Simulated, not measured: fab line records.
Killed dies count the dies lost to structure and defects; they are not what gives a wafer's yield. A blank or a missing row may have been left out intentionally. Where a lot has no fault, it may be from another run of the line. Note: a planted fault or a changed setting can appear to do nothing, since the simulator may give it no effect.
Lot-split experiment || flow n5_finfet || 7 lots, 21 wafers read, on a route of 1938 steps

## ON THE SPLIT
At N5_BEOL_M8_VIA_ETCH_34 (etches SiCOH lowk in C4F6/O2, target depth 125.5 nm, time 50.5 s), the setting bias_w was moved away from the recipe's 185 W on 5 of the 21 wafers read, by -12.6% to +17.2%. The other wafers ran this setting at the recipe's value.

Reading taken at the split's own step.

## THE READING
rf_vpp_V, in V, at N5_BEOL_M8_VIA_ETCH_34 (etches SiCOH lowk in C4F6/O2, target depth 125.5 nm, time 50.5 s). Fault-free wafers of this fab line usually give 662 V, standard deviation 7.1 V.

{"wafer": "L074.1", "tool, chamber at the split": "rie_diel-04, 1", "bias_w as run, W": 216.8, "against the recipe": "+17.2%", "rf_vpp_V, V": 737, "against lot-mates on the recipe": "+75"}
{"wafer": "L074.2", "tool, chamber at the split": "rie_diel-04, 0", "bias_w as run, W": 185, "against the recipe": "recipe", "rf_vpp_V, V": 662, "against lot-mates on the recipe": "-"}
{"wafer": "L074.5", "tool, chamber at the split": "rie_diel-04, 3", "bias_w as run, W": 216.8, "against the recipe": "+17.2%", "rf_vpp_V, V": 755, "against lot-mates on the recipe": "+93"}
{"wafer": "L075.1", "tool, chamber at the split": "rie_diel-05, 2", "bias_w as run, W": 161.6, "against the recipe": "-12.6%", "rf_vpp_V, V": 602, "against lot-mates on the recipe": -65}
{"wafer": "L075.2", "tool, chamber at the split": "rie_diel-05, 3", "bias_w as run, W": 185, "against the recipe": "recipe", "rf_vpp_V, V": 669, "against lot-mates on the recipe": "-"}
{"wafer": "L075.3", "tool, chamber at the split": "rie_diel-05, 1", "bias_w as run, W": 185, "against the recipe": "recipe", "rf_vpp_V, V": 665, "against lot-mates on the recipe": "-"}
{"wafer": "L078.1", "tool, chamber at the split": "rie_diel-01, 1", "bias_w as run, W": 168.4, "against the recipe": "-9.0%", "rf_vpp_V, V": 612, "against lot-mates on the recipe": -48}
{"wafer": "L078.4", "tool, chamber at the split": "rie_diel-01, 2", "bias_w as run, W": 185, "against the recipe": "recipe", "rf_vpp_V, V": 650, "against lot-mates on the recipe": "-"}
{"wafer": "L078.5", "tool, chamber at the split": "rie_diel-01, 0", "bias_w as run, W": 185, "against the recipe": "recipe", "rf_vpp_V, V": 670, "against lot-mates on the recipe": "-"}
{"wafer": "L083.3", "tool, chamber at the split": "rie_diel-04, 0", "bias_w as run, W": 185, "against the recipe": "recipe", "rf_vpp_V, V": 661, "against lot-mates on the recipe": "-"}
{"wafer": "L083.5", "tool, chamber at the split": "rie_diel-04, 2", "bias_w as run, W": 185, "against the recipe": "recipe", "rf_vpp_V, V": 657, "against lot-mates on the recipe": "-"}
{"wafer": "L083.6", "tool, chamber at the split": "rie_diel-04, 3", "bias_w as run, W": 185, "against the recipe": "recipe", "rf_vpp_V, V": 666, "against lot-mates on the recipe": "-"}
{"wafer": "L094.1", "tool, chamber at the split": "rie_diel-05, 3", "bias_w as run, W": 185, "against the recipe": "recipe", "rf_vpp_V, V": 667, "against lot-mates on the recipe": "-"}
{"wafer": "L094.2", "tool, chamber at the split": "rie_diel-05, 1", "bias_w as run, W": 185, "against the recipe": "recipe", "rf_vpp_V, V": 663, "against lot-mates on the recipe": "-"}
{"wafer": "L094.3", "tool, chamber at the split": "rie_diel-05, 0", "bias_w as run, W": 185, "against the recipe": "recipe", "rf_vpp_V, V": 664, "against lot-mates on the recipe": "-"}
{"wafer": "L096.2", "tool, chamber at the split": "rie_diel-01, 0", "bias_w as run, W": 185, "against the recipe": "recipe", "rf_vpp_V, V": 668, "against lot-mates on the recipe": "-"}
{"wafer": "L096.3", "tool, chamber at the split": "rie_diel-01, 1", "bias_w as run, W": 185, "against the recipe": "recipe", "rf_vpp_V, V": 659, "against lot-mates on the recipe": "-"}
{"wafer": "L096.4", "tool, chamber at the split": "rie_diel-01, 2", "bias_w as run, W": 185, "against the recipe": "recipe", "rf_vpp_V, V": 650, "against lot-mates on the recipe": "-"}
{"wafer": "L097.3", "tool, chamber at the split": "rie_diel-01, 0", "bias_w as run, W": 185, "against the recipe": "recipe", "rf_vpp_V, V": 668, "against lot-mates on the recipe": "-"}
{"wafer": "L097.4", "tool, chamber at the split": "rie_diel-01, 3", "bias_w as run, W": 215.3, "against the recipe": "+16.4%", "rf_vpp_V, V": 748, "against lot-mates on the recipe": "+90"}
{"wafer": "L097.5", "tool, chamber at the split": "rie_diel-01, 2", "bias_w as run, W": 185, "against the recipe": "recipe", "rf_vpp_V, V": 649, "against lot-mates on the recipe": "-"}

THE FIT
A straight line over all 21 wafers: rf_vpp_V changes by +5.01 V for each +1% of bias_w; r = +0.98; the points scatter about the line by 7.1 V.
The same after taking each lot's own level away (the mean of its wafers on the recipe; 21 wafers): +5.1 V for each +1%; r = +0.99; scatter 6.6 V.
The reading moves by 88 V for the largest change in bias_w, on that fit.
The span of the lots' own levels, 658.5 to 667.0 V, comes to 1.2 times the standard deviation stated above.
Hence the lot-to-lot level has little effect on the slope; both slopes agree.
Check: +92.5 V against its lot-mates is what the line predicts for one of the wafers moved furthest among these (+17.2%) when that wafer is left out of the fit. It came out at +75 V against them.
Tool readings at the split's step, against how far the setting was moved: rf_vpp_V r = +0.98.

## ADDITIONAL SPLITS CARRIED BY THESE WAFERS
These wafers also went through other splits before the reading. Each is held against what the fit with the lots' levels taken away leaves over:
{"other split on the same wafers": "N5_BEOL_M7_TRENCH_ETCH_37 time_s", "wafers away from the commonest value": 7, "r with rf_vpp_V (lot level and that fit taken away)": "+0.24"}

## THE WHOLE CHAIN: every reading that the file lists as answering this split, in the file's order
{"step": "N5_BEOL_M8_VIA_ETCH_34", "what it does": "etches SiCOH lowk in C4F6/O2, target depth 125.5 nm, time 50.5 s", "reading": "rf_vpp_V", "change (the file's fit)": "+5.17 V for each +1% of the setting", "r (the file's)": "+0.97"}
{"step": "N5_BEOL_M8_VIA_ETCH_34", "what it does": "etches SiCOH lowk in C4F6/O2, target depth 125.5 nm, time 50.5 s", "reading": "etch.depth_nm (the simulator's own value, which no gauge read)", "change (the file's fit)": "+0.387 nm for each +1% of the setting", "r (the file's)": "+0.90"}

## THE FILE'S OWN FIT
rf_vpp_V changes by +5.17 V for each +1% of bias_w, r = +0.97.
